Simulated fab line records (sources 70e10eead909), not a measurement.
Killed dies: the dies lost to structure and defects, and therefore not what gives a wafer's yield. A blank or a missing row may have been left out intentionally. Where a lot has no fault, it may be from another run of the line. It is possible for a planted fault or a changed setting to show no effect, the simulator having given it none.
fab line records | flow nandHarc
record lots=14 wafers=42 lastDay=33
route steps=1302 shown P_BONDPAD@353
lots with no fault: from the same line, run without faults
startH: start of the lot's first displayed wafer, in hours after the record's first day | waitH: how many hours have passed since the lot's step before this one | " same as the row above | L1.1+2: one row covering several wafers at once | - no value present, or no start provided | * or withheld: withheld | < > ~ a bound
route shown NAME@n: a module of which the file shows steps, and the number in the route of the first | usual: average and standard deviation across the fault-free wafers | same: alike in all rows | chamber/n: place in a boat | sites: the reading at each site | _std_site: standard deviation across them | _edge_site: mean of outer sites minus mean of inner sites | radiusMm: how far each site lies from the wafer's centre | mask NAME#n: copy n | behind: the most recent tool/chamber to have shaped the wafer | hold: why the lot was held/for how many hours/how that ended | device: names the non-switching transistor (n, p or np) | end of line: at the end of the route, the tests of the same wafers | step lacking rows: just its recipe | killed: not the wafer's yield, but the dies lost to structure and defects at the first sort | map: shows each die of a wafer: x if killed, . if not, _ if none is there
set.NAME: the setting as run; set.NAME@STEP: as run at that earlier step | model.NAME: the simulator's own value behind a step, which no gauge read
one table for each step of the route and one row for each wafer, over a sample of lots
services: a tool's chamber out of use, with start hour (startH, from the record's first day; less than 0 if before it), hours out, and reason
## steps
# step NHARC_P_BONDPAD_THK_MEAS_33
# recipe thkMeasGauge=ellipsometry
# usual thkNm=200.2/1.6
# columns lot.wafer tool chamber startH waitH thkNm
L498.1 filmMetro-01 - 140.52 0.2 199.2
L498.2 " - " " 200.4
L498.6 " - " " 201.3
L499.2 filmMetro-01 - 146.34 0.2 202.1
L499.3 " - " " 201.1
L499.4 " - " " 199.6
L500.1 filmMetro-02 - 151.02 0.2 200.7
L500.2 " - " " 200.1
L500.5 " - " " 201.3
L501.2 filmMetro-01 - 168.02 0.2 202.0
L501.4 " - " " 199.4
L501.6 " - " " 199.3
L502.2 filmMetro-02 - 176.37 0.1 201.9
L502.3 " - " " 199.4
L502.6 " - " " 203.0
L504.3 filmMetro-02 - 196.88 0.2 200.4
L504.5 " - " " 200.8
L504.6 " - " " 198.8
L505.1 filmMetro-02 - 198.52 0.2 200.5
L505.3 " - " " 201.5
L505.6 " - " " 200.2
L506.1 filmMetro-02 - 208.66 0.2 200.2
L506.3 " - " " 201.7
L506.5 " - " " 199.8
L507.1 filmMetro-01 - 222.56 0.2 200.1
L507.2 " - " " 199.9
L507.5 " - " " 200.9
L509.3 filmMetro-02 - 239.25 0.2 201.0
L509.5 " - " " 203.4
L509.6 " - " " 201.9
L512.4 filmMetro-02 - 279.33 0.2 200.0
L512.5 " - " " 200.4
L512.6 " - " " 197.8
L511.1 filmMetro-01 - 280.04 0.2 198.4
L511.5 " - " " 198.2
L511.6 " - " " 198.7
L518.1 filmMetro-02 - 333.83 0.2 203.5
L518.3 " - " " 199.5
L518.6 " - " " 200.4
L519.1 filmMetro-01 - 344.50 0.1 202.6
L519.4 " - " " 204.3
L519.5 " - " " 203.9
# step NHARC_P_BONDPAD_ETCH_12
# recipe targetDepthA=2000 timeS=100 chf3FlowSccm=50 o2FlowSccm=10 arFlowSccm=200 rfW=500 biasW=200 chemistry=CHF3/O2
# usual drypumpMotorCurrentA=5.7/0.36 oesProductAu=0.932/0.021 rfVppV=369.5/1.7 showerheadPlenumPTorr=2.36/0.071 throttleValvePct=20.572/0.0089
# same timeS=100
# columns lot.wafer tool chamber startH waitH drypumpMotorCurrentA oesProductAu rfHoursCounterH rfVppV showerheadPlenumPTorr throttleValvePct
L498.2 rieDiel-05 2 141.48 - 6.2 0.937 4.7 371.2 2.44 20.588
L498.1 " 0 " " 5.4 0.950 4.9 368.4 2.26 20.577
L498.6 " 1 " " 5.6 0.944 - 370.0 2.40 20.568
L499.3 rieDiel-08 1 147.18 - 6.1 0.920 2.8 367.7 2.33 20.569
L499.2 " 2 " " 5.1 0.917 3.3 370.5 2.42 20.570
L499.4 " 3 " " 6.2 0.911 2.0 373.5 2.48 20.587
L500.1 rieDiel-12 1 151.97 - 5.8 0.927 3.2 368.4 2.30 20.573
L500.2 " 3 " " 5.4 0.938 2.9 369.4 2.31 20.556
L500.5 " 2 " " 5.7 0.929 - 371.1 2.41 20.574
L501.4 rieDiel-05 0 168.97 - 5.4 0.922 6.3 367.1 2.26 20.557
L501.2 " 1 " " 5.6 0.918 6.1 371.2 2.39 20.574
L501.6 " 1 " " 5.6 0.930 - 371.1 2.39 20.564
L502.2 rieDiel-05 3 177.35 - 5.9 0.922 7.9 368.2 2.30 20.553
L502.3 " 2 " " 6.2 0.929 7.7 371.5 2.44 20.578
L502.6 " 0 " " 5.3 0.923 - 368.1 2.25 20.572
L504.3 rieDiel-12 0 197.76 - 5.2 0.921 6.9 368.2 2.29 20.573
L504.6 " 2 " " 5.6 0.918 - 370.9 2.41 20.578
L504.5 " 3 " " 5.4 0.928 - 368.0 2.30 20.602
L505.3 rieDiel-05 2 199.51 - 6.2 0.908 9.4 371.3 2.44 20.559
L505.1 " 3 " " 6.0 0.922 9.4 368.7 2.30 20.582
L505.6 " 1 " " 5.6 0.914 - 371.1 2.39 20.559
L506.1 rieDiel-05 2 209.49 - 6.2 0.923 9.7 371.5 2.44 20.577
L506.3 " 3 " " 6.0 0.933 9.7 366.8 2.30 20.563
L506.5 " 3 " " 6.0 0.922 - 368.9 2.30 20.576
L507.1 rieDiel-12 1 223.54 - 5.8 0.917 7.9 368.3 2.30 20.575
L507.2 " 2 " " 5.6 0.919 8.7 370.3 2.41 20.587
L507.5 " 1 " " 5.8 0.922 - 367.6 2.30 20.581
L509.3 rieDiel-12 3 240.23 - 5.4 0.923 9.5 369.6 2.30 20.574
L509.5 " 1 " " 5.8 0.919 - 368.6 2.30 20.583
L509.6 " 2 " " 5.7 0.922 - 370.9 2.41 20.576
L512.4 rieDiel-08 2 280.18 - 5.1 0.932 2.3 371.2 2.42 20.554
L512.5 " 3 " " 6.2 0.928 - 373.3 2.48 20.583
L512.6 " 0 " " 6.3 0.926 - 369.9 2.44 20.571
L511.1 rieDiel-12 1 280.89 - 5.8 0.949 0.2 369.5 2.30 20.572
L511.5 " 3 " " 5.4 0.986 - 368.9 2.30 20.559
L511.6 " 0 " " 5.2 0.972 - 368.7 2.29 20.569
L518.1 rieDiel-12 0 334.80 - 5.2 0.926 3.9 368.3 2.28 20.585
L518.3 " 2 " " 5.7 0.824 2.6 369.6 2.41 20.577
L518.6 " 3 " " 5.4 0.936 - 367.6 2.30 20.563
L519.1 rieDiel-12 1 345.47 - 5.8 0.917 3.6 368.3 2.30 20.575
L519.4 " 3 " " 5.4 0.916 3.0 368.1 2.30 20.571
L519.5 " 2 " " 5.7 0.813 - 371.3 2.41 20.586
# step NHARC_P_BONDPAD_ETCH_24
# recipe targetDepthA=300 overEtchFrac=0.3 timeS=72.99 ionEnergyEv=150 cf4FlowSccm=50 n2FlowSccm=100 arFlowSccm=150 rfW=300 biasW=100 chemistry=CF4/N2
# usual drypumpMotorCurrentA=5.8/0.41 oesProductAu=0.996/0.0099 rfVppV=313.7/1.6 showerheadPlenumPTorr=2.60/0.082 throttleValvePct=19.795/0.009
# same timeS=72.99
# columns lot.wafer tool chamber startH waitH drypumpMotorCurrentA oesProductAu rfHoursCounterH rfVppV showerheadPlenumPTorr throttleValvePct
L498.2 rieDiel-08 0 - - 6.2 0.992 3.0 316.2 2.67 19.806
L498.1 " 1 " " 6.1 0.992 2.7 312.0 2.55 19.783
L498.6 " 3 " " 6.2 0.985 - 315.8 2.71 19.779
L499.3 rieDiel-12 1 - - 5.8 0.998 3.0 311.0 2.52 19.784
L499.2 " 2 " " 5.6 1.004 2.7 313.6 2.64 19.795
L499.4 " 3 " " 5.4 1.010 2.8 313.8 2.52 19.795
L500.1 rieDiel-12 2 - - 5.6 0.995 2.9 313.9 2.64 19.798
L500.2 " 0 " " 5.2 0.996 3.4 310.8 2.50 19.780
L500.5 " 1 " " 5.8 0.992 - 312.8 2.52 19.802
L501.2 rieDiel-08 0 - - 6.3 0.993 3.9 315.8 2.67 19.800
L501.4 " 2 " " 5.1 0.987 4.0 313.4 2.65 19.789
L501.6 " 3 " " 6.2 0.984 - 317.1 2.71 19.795
L502.3 rieDiel-12 0 - - 5.2 0.995 5.9 311.6 2.50 19.811
L502.2 " 1 " " 5.8 0.992 5.2 311.1 2.52 19.807
L502.6 " 3 " " 5.4 1.007 - 313.5 2.52 19.805
L504.3 rieDiel-05 2 - - 6.2 0.992 9.3 315.1 2.67 19.794
L504.6 " 2 " " 6.2 0.991 - 315.6 2.67 19.801
L504.5 " 3 " " 6.0 1.006 - 311.9 2.51 19.795
L505.1 rieDiel-05 1 - - 5.6 1.002 8.2 314.1 2.62 19.808
L505.3 " 2 " " 6.2 1.000 9.5 316.1 2.67 19.792
L505.6 " 3 " " 6.0 1.008 - 310.5 2.51 19.800
L506.1 rieDiel-12 0 - - 5.2 0.999 7.5 311.6 2.50 19.780
L506.3 " 2 " " 5.7 0.990 6.6 314.4 2.64 19.783
L506.5 " 3 " " 5.4 0.992 - 313.9 2.52 19.802
L507.1 rieDiel-05 1 - - 5.6 1.002 9.3 314.9 2.62 19.801
L507.2 " 2 " " 6.2 1.002 10.6 315.2 2.67 19.798
L507.5 " 1 " " 5.6 0.992 - 313.9 2.62 19.797
L509.3 rieDiel-05 1 240.65 0.1 5.6 0.995 0.1 314.4 2.62 19.816
L509.6 " 1 " " 5.6 0.995 - 313.8 2.62 19.793
L509.5 " 2 " " 6.2 1.009 - 316.8 2.67 19.777
L512.4 rieDiel-05 2 - - 6.2 1.016 2.6 314.6 2.67 19.792
L512.5 " 0 " " 5.3 0.999 - 311.5 2.46 19.790
L512.6 " 1 " " 5.6 1.014 - 312.5 2.61 19.782
L511.1 rieDiel-08 2 - - 5.1 0.993 2.3 313.6 2.65 19.783
L511.5 " 1 " " 6.1 0.987 - 311.2 2.55 19.793
L511.6 " 2 " " 5.1 1.004 - 313.5 2.65 19.777
L518.1 rieDiel-05 2 - - 6.2 1.000 6.7 314.4 2.67 19.794
L518.3 " 0 " " 5.4 0.993 7.8 311.8 2.46 19.800
L518.6 " 2 " " 6.2 0.988 - 314.3 2.67 19.787
L519.1 rieDiel-08 2 - - 5.1 1.011 3.6 314.5 2.65 19.815
L519.4 " 1 " " 6.0 0.990 3.4 312.9 2.55 19.792
L519.5 " 2 " " 5.1 1.011 - 314.4 2.65 19.797
# step NHARC_P_BONDPAD_PRE_CLEAN_26
# recipe timeS=30 tempC=280 gas=H2/He
# usual heaterPowerW=419/51
# same timeS=30
# columns lot.wafer tool chamber startH waitH heaterPowerW
L498.1 pvdSputter-01 - - - 446
L498.2 " - " " 485
L498.6 " - " " 449
L499.2 pvdSputter-03 - - - 381
L499.4 " - " " 385
L499.3 " - " " 396
L500.1 pvdSputter-02 - - - 418
L500.2 " - " " 366
L500.5 " - " " 364
L501.4 pvdSputter-02 - - - 380
L501.2 " - " " 425
L501.6 " - " " 356
L502.3 pvdSputter-01 - - - 495
L502.2 " - " " 515
L502.6 " - " " 488
L504.3 pvdSputter-03 - - - 360
L504.5 " - " " 431
L504.6 " - " " 355
L505.3 pvdSputter-01 - - - 436
L505.1 " - " " 441
L505.6 " - " " 485
L506.3 pvdSputter-03 - - - 361
L506.1 " - " " 429
L506.5 " - " " 358
L507.2 pvdSputter-03 - - - 354
L507.1 " - " " 431
L507.5 " - " " 365
L509.3 pvdSputter-01 - - - 464
L509.5 " - " " 495
L509.6 " - " " 531
L512.4 pvdSputter-02 - - - 416
L512.6 " - " " 359
L512.5 " - " " 383
L511.1 pvdSputter-03 - - - 421
L511.6 " - " " 413
L511.5 " - " " 424
L518.1 pvdSputter-02 - - - 390
L518.3 " - " " 414
L518.6 " - " " 378
L519.1 pvdSputter-01 - - - 483
L519.4 " - " " 530
L519.5 " - " " 448
## services
# columns tool chamber startH hours kind
rieDiel-12 0 124.95 - clean
rieDiel-12 1 124.95 - clean
rieDiel-12 2 124.95 - clean
rieDiel-12 3 124.95 - clean
rieDiel-05 0 135.13 - clean
rieDiel-05 1 135.13 - clean
rieDiel-05 2 135.13 - clean
pvdSputter-01 - 141.20 0.8 repair
pvdSputter-03 - 153.36 22.0 repair
pvdSputter-03 - 175.37 10.0 pm
rieDiel-05 - 179.05 1.7 repair
rieDiel-08 3 184.47 3.8 repair
rieDiel-12 1 190.19 8.3 repair
rieDiel-08 - 190.80 9.0 pm
rieDiel-08 3 211.20 6.9 repair
rieDiel-12 0 212.10 42.8 repair
pvdSputter-01 - 226.00 10.0 pm
rieDiel-05 - 229.63 9.0 pm
rieDiel-12 - 252.16 0.4 repair
rieDiel-12 - 268.45 9.0 pm
pvdSputter-02 - 273.81 3.4 repair
pvdSputter-01 - 275.33 1.6 repair
pvdSputter-02 - 282.00 10.0 pm
rieDiel-12 0 301.09 3.1 repair
## key
firstSign step=NHARC_P_BONDPAD_ETCH_12 reading=oesProductAu direction=down sigmas=5.3 usual=0.932 struck=0.819
effect none on later readings
metAt NHARC_P_BONDPAD_ETCH_12
struckLots L518,L519
struckWafers L518.3,L519.5
laterRowsLeftOut L518.3,L519.5
sortLeftOut L518.3,L519.5
notActingAt NHARC_P_BONDPAD_THK_MEAS_33,NHARC_P_BONDPAD_ETCH_24,NHARC_P_BONDPAD_PRE_CLEAN_26
onsetBetween 280.89 334.80
fault kind=processParameterDrift tool=rieDiel-12 chamber=- onsetH=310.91 steps=NHARC_P_BONDPAD_ETCH_12 channel=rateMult offset=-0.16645 shape=step endH=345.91 scope=struckWafersOnly
# sortLeftOut: the simulated sort isn't trusted on such a fault, so these wafers' sort isn't shown, and their yield isn't known
# laterRowsLeftOut: the simulator's readings of these wafers behind a module that went badly wrong aren't trusted and aren't shown, but for the sort
